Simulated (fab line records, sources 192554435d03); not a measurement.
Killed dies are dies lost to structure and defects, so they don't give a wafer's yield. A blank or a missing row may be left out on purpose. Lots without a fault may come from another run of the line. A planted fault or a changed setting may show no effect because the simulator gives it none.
Problem report in the 8D (eight disciplines) form, filled by code | flow n5_finfet | the parts of the form that need people (team, actions taken, sign-off) are left out

1. THE PROBLEM
M11_ILD_THK at N5_BEOL_M11_THK_MEAS_01 reads a mean of 168 nm on 6 wafers of 2 lots; wafers without a fault read 268 nm with a standard deviation of 3.4. That is -29 standard deviations from the usual mean.
First seen on wafer L954.1, day 14 05:57, on film_metro-01. The record holds 26 wafers of 9 lots with a number at this step. Rule for "out", or "out of limits": more than 4 standard deviations from the usual mean. The other wafers with a number count as sound.

2. WHAT IT IS AND WHAT IT IS NOT
question                    | is                     | is not
which readings at this step | M11_ILD_THK            | -
which lots                  | L954, L955             | L945, L947, L950, L952, L964, L967, L968
which wafers of those lots  | all that have a number | -
read on which gauges        | film_metro-01          | film_metro-02
when                        | from day 14 05:57      | up to then (11 sound wafers); but 9 sound wafers of L964, L967, L968 came after

3. SUSPECTS, AND WHAT RULES EACH OUT
Counting: a tool at a process step up to the reading stays a suspect if it ran every lot that is out and no sound lot after the first of them.
- the gauge at N5_BEOL_M11_THK_MEAS_01: ruled out. All the wafers that are out were read on film_metro-01, but those of them that N5_BEOL_M11_ILD_DEP_00 has rows for are out there too, on other tools.
- pecvd-03 at N5_BEOL_M11_ILD_DEP_00 (deposits SiCOH lowk from DEMS/porogen, target thk 308.51 nm, time 58 s): kept. It ran every lot that is out, first L954 (day 14 05:22), and no sound lot after that; its last sound lot up to then is L952 (day 13 10:31). Its own readings are out on those wafers: run_length_s.
Left after counting: pecvd-03 at N5_BEOL_M11_ILD_DEP_00.

4. THE CAUSE (what the simulator had put in)
Process parameter drift: pecvd-03, from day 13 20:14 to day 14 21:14, at N5_BEOL_M11_ILD_DEP_00. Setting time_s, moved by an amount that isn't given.
Counting left only this tool.

5. THE CHAIN OF EFFECTS, in route order
Each row: a reading whose mean over the struck wafers that have a number lies more than 3 standard deviations from the usual. Only readings for which the record gives a usual standard deviation are gone through. hours: the time from each lot's start at the first step in this table that gives one to its start at this step, as a median over the lots. sigmas: the change in usual standard deviations.
hours | step                    | reading              | usual   | on struck wafers | change | sigmas
0     | N5_BEOL_M11_ILD_DEP_00  | run_length_s         | 100.9 s | 79.2             | -21.7  | -46
1     | N5_BEOL_M11_THK_MEAS_01 | M11_ILD_THK          | 268 nm  | 168              | -100   | -29
47    | N5_PASSIVATION_PROBE_49 | defect_limited_yield | 91.0 %  | 85.7             | -5.3   | -3.6
47    | N5_PASSIVATION_PROBE_49 | killed_at_M4_up      | 13      | 84               | +70    | +14
47    | N5_PASSIVATION_PROBE_49 | killed_dies          | 106     | 169              | +63    | +3.5
47    | N5_PASSIVATION_PROBE_49 | killed_on_rim        | 14      | 38               | +24    | +5.6
47    | N5_PASSIVATION_PROBE_49 | sort_n_pass          | 1074    | 1011             | -63    | -3.5
47    | N5_PASSIVATION_PROBE_49 | sort_yield_pct       | 91.0 %  | 85.7             | -5.3   | -3.6
The process steps in it:
- N5_BEOL_M11_ILD_DEP_00: deposits SiCOH lowk from DEMS/porogen, target thk 308.51 nm, time 58 s.
- N5_PASSIVATION_PROBE_49

6. WHAT WOULD HAVE CAUGHT IT SOONER
In this record the first reading out of limits at a measuring or inspecting step was taken at day 14 05:57, 10 hours after the fault began at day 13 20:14.
The tool's own readings at N5_BEOL_M11_ILD_DEP_00 were out on every struck wafer that the step has a row for (run_length_s): an alarm limit on them would have fired on the first of those.
Of the lots that are out (2), L955 began N5_BEOL_M11_ILD_DEP_00 on pecvd-03 after day 14 05:57. A hold on the tool at that time would have spared it.
